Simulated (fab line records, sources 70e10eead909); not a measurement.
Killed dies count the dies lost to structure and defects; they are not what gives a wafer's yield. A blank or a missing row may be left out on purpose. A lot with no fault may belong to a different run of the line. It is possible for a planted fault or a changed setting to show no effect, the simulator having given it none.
Code-filled problem report in 8D (eight disciplines) form	flow nand_harc	the parts of the form that need people (team, actions taken, sign-off) are left out

== 1. WHAT WENT WRONG ==
At NHARC_A_CHANNEL_HOLE_D1_INSPECT_40, raw_defect_count averages 322 over 6 wafers from 2 lots, while fault-free wafers read 56, standard deviation 16. Measured from the usual mean, that is +17 standard deviations.
First seen on wafer L423.2, day 11 15:13, on defect_inspect-02. At this step, 33 wafers from 11 lots have a number in the record. Rule for "out" (also "out of limits"): further than 4 standard deviations from the usual mean. The other wafers with a number count as sound.

== 2. WHAT IT IS; WHAT IT IS NOT ==
question	is	is not
which readings at this step	raw_defect_count	-
which lots	L422, L423	L413, L415, L416, L418, L419, L427, L429, L433, L434
which wafers of those lots	all that have a number	-
read on which gauges	defect_inspect-01, defect_inspect-02	-
when	from day 11 15:13	up to then (15 sound wafers); but 12 sound wafers of L427, L429, L433, L434 came after

== 3. SUSPECTS, AND WHAT RULES EACH OUT ==
Counting: a tool stays on the suspect list if, at a process step up to the reading, it processed all lots that are out and no sound lot following the first of them.
- the gauge at NHARC_A_CHANNEL_HOLE_D1_INSPECT_40 has been ruled out. Those wafers that are out were read across 2 gauges (defect_inspect-01, defect_inspect-02).
- rie_diel-10 at NHARC_A_CHANNEL_HOLE_D1_ETCH_38 (etches the open film in CF4, target depth 39 nm, time 65 s): ruled out as a lasting fault. Sound lots L434 ran on it after its first lot that is out, L423 (day 11 08:16).
- rie_diel-10 at NHARC_A_CHANNEL_HOLE_D1_ETCH_34 (etches the open film in CF4/CHF3, target depth 154 nm, time 77 s): ruled out as a lasting fault. Sound lots L434 ran on it after its first lot that is out, L423 (day 11 09:38). NHARC_A_CHANNEL_HOLE_D1_ETCH_34 gives no start for some lots, so the hours and the order of its lots are those of NHARC_A_CHANNEL_HOLE_D1_ETCH_20.
- har_etch-01 at NHARC_A_CHANNEL_HOLE_D1_ETCH_20 (etches the open film in C4F8/O2/Ar, time 361.9 s, target depth 1600 nm): ruled out as a lasting fault. Sound lots L434 ran on it after its first lot that is out, L423 (day 11 09:38).
- rie_diel-06 at NHARC_A_CHANNEL_HOLE_D1_STRIP_27 (strips in O2): ruled out as a lasting fault. Sound lots L427 ran on it after its first lot that is out, L423 (day 11 15:13). NHARC_A_CHANNEL_HOLE_D1_STRIP_27 gives no start for some lots, so the hours and the order of its lots are those of NHARC_A_CHANNEL_HOLE_D1_INSPECT_40.
Left after counting: nothing in the record.

== 4. THE CAUSE (what the simulator had put in) ==
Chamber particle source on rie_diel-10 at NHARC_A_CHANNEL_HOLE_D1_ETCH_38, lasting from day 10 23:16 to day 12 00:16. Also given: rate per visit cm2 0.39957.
It was ruled out by counting, in error; the rule expects a fault to strike all lots run on its tool from its start on, and this fault did not.

== 5. SEQUENCE OF EFFECTS, ordered by route ==
Each row: a reading where the mean over the struck wafers with a number is more than 3 standard deviations away from the usual. Only readings for which the record gives a usual standard deviation are gone through. hours: the time from each lot's start at the first step in this table that gives one to its start at this step, as a median over the lots. sigmas: the change in usual standard deviations.
hours	step	reading	usual	on struck wafers	change	sigmas
0	NHARC_A_CHANNEL_HOLE_D1_INSPECT_40	raw_defect_count	56	322	+266	+17
254	NHARC_END_SORT_01	killed_at_array	29	104	+75	+8.0
254	NHARC_END_SORT_01	killed_dies	32	106	+74	+8.2

== 6. WHAT WOULD HAVE CAUGHT IT SOONER ==
In this record the first reading out of limits at a measuring or inspecting step was taken at day 11 15:13, 16 hours after the fault began at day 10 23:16.
An alarm limit of 4 standard deviations would not have fired on the tool readings at NHARC_A_CHANNEL_HOLE_D1_ETCH_38 for which the record gives a usual standard deviation, since none of them was out on any struck wafer.
